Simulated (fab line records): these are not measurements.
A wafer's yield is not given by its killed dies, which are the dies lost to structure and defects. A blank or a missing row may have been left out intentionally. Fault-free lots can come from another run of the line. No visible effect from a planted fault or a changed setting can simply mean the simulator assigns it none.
Comparing a struck lot with a sound one :: flow n5-finfet :: 15 out of 1938 route steps
Sound: wafers L143.2, L143.3, L143.5. Struck: wafer L135.3; the same lot's L135.2 was not struck, so it is left out; see the end for the cause.
At each step with rows: each side's tool, then ch and its chambers, then its first start. Under that, the readings that differ: sound wafers :: struck wafers :: difference of the means :: sigmas: that difference in standard deviations of wafers without a fault.
alike: words and numbers the same on both sides, and readings whose means are apart by under 2 such deviations; not compared: readings that were withheld, readings missing a value for some wafer, numbers with overlapping values and no deviation given by the record, and bounds like >300 which may hide the same value.
A row with sigmas, a row that says differs or no value, or rows on one side alone: a step with any of these is where the two part. Numbers that don't overlap but have no deviation are shown without sigmas and don't part them. A reading that every wafer of one side lacks parts them only if that side has two wafers or more.

first, 2 steps without rows for these wafers: N5_BEOL_M8_CURE_75 (cures SiCOH lowk, time 120 s); N5_BEOL_M8_DEGAS_44 (time 60 s).
N5_BEOL_M8_PRE_CLEAN_45: time 30 s.
  sound on pvd-sputter-02 at day 14 18:57; struck on pvd-sputter-02 at day 12 11:36
  alike: heater-power-w
N5_BEOL_M8_ALD_77: deposits TaN, target thk 2 nm, pulse time 2 s, purge time 3 s.
  sound on ald-metal-03 ch 2,3, day 14 19:01; struck on ald-metal-01 ch 0, day 12 11:40
  alike: heater-power-w, precursor-vessel-pressure-torr
N5_BEOL_M8_SURFACE_TREAT_79:
  sound on pvd-sputter-03 at day 14 19:20; struck on pvd-sputter-03 at day 12 11:57
  alike: ar-flow-sccm
  not compared: throttle-valve-pct
then, 1 step without rows for these wafers: N5_BEOL_M8_CVD_78 (deposits Co from CCTBA/H2, target thk 2 nm, time 142.3 s).
N5_BEOL_M8_SPUTTER_48: material Cu, target thk 10 nm, time 1.667 s.
  sound on pvd-sputter-03 at day 14 19:36; struck on pvd-sputter-03 at day 12 12:10
  alike: throttle-valve-pct
then, 2 steps without rows for these wafers: N5_BEOL_M8_ECD_50 (material Cu, target thk 300 nm); N5_BEOL_M8_ANNEAL_51 (time 90 s).
N5_BEOL_M8_CMP_52: polishes, stops on SiCOH lowk, t overpolish 6.9 s, target thk 80 nm.
  sound on cmp-04 ch 0,1,2, day 14 20:09; struck on cmp-02 ch 1, day 12 12:43
reading: barrier-field-endpoint-s (s)
sound: 27.9 27.4 27.7
struck: 29.9
difference: +2.2
sigmas: +3

reading: clearing-platen-down-force-psi (psi)
sound: 1.500 1.504 1.503
struck: 1.495
difference: -0.007
sigmas: -2

reading: time-to-endpoint-s (s)
sound: 62 60 61
struck: 70
difference: +9
sigmas: +2
  alike: motor-current-A, overpolish-run-s, retaining-ring-pressure-frac
N5_BEOL_M8_THK_MEAS_53: measures by xrf.
  sound on film-metro-01 at day 14 20:24; struck on film-metro-01 at day 12 12:58
reading: M8_THK (nm)
sound: 80.5 78.9 78.5
struck: 88.3
difference: +9.0
sigmas: +4
then, 1 step without rows for these wafers: N5_BEOL_M8_PRE_CLEAN_55 (time 15 s).
N5_BEOL_M8_DEP_56: deposits SiCN from 3MS/NH3, target thk 10 nm, time 17.5 s.
  sound on pecvd-02 ch 1,2, day 14 20:28; struck on pecvd-04 ch 0, day 12 13:02
reading: model.SiCN_of_BEOL_M8_DEP_56.thk-nm (nm)
sound: 10 9.8 10.2
struck: 4.6
difference: -5.4
sigmas: 
  alike: showerhead-plenum-p-Torr, throttle-valve-pct
  not compared: rf-fwd-power-W
N5_BEOL_M8_RS_MEAS_57: uses a four-point probe to measure.
  sound on film-metro-01 at day 14 20:32; struck on film-metro-01 at day 12 13:08
reading: M8_RS (ohm/sq)
sound: 0.283 0.290 0.291
struck: 0.254
difference: -0.034
sigmas: -4
-- here the record skips 3 days between the struck wafers' starts before and after, leaving off in module BEOL_M8 and picking up in module PASSIVATION (first step shown: number 1936 of the route) --
N5_PASSIVATION_PROBE_49:
  sound on prober-02 at day 17 13:05; struck on prober-02 at day 15 08:44
  alike: defect-limited-yield, killed_at_M0_to_M3, killed_at_M4_up, killed-at-contacts, killed-at-front-end, killed-at-other, killed-dies, killed-open, killed-short, sort_bin_4_leakage, sort_bin_5_function, sort_bin_6_memory, sort_bin_8_speed, sort-n-pass, sort-yield-pct

## WHERE THEY PART
First at N5_BEOL_M8_CMP_52; last, within this record, at N5_BEOL_M8_RS_MEAS_57. Later steps at which nothing parts them and some readings are alike: N5_PASSIVATION_PROBE_49.

WHY: the cause the simulator had injected
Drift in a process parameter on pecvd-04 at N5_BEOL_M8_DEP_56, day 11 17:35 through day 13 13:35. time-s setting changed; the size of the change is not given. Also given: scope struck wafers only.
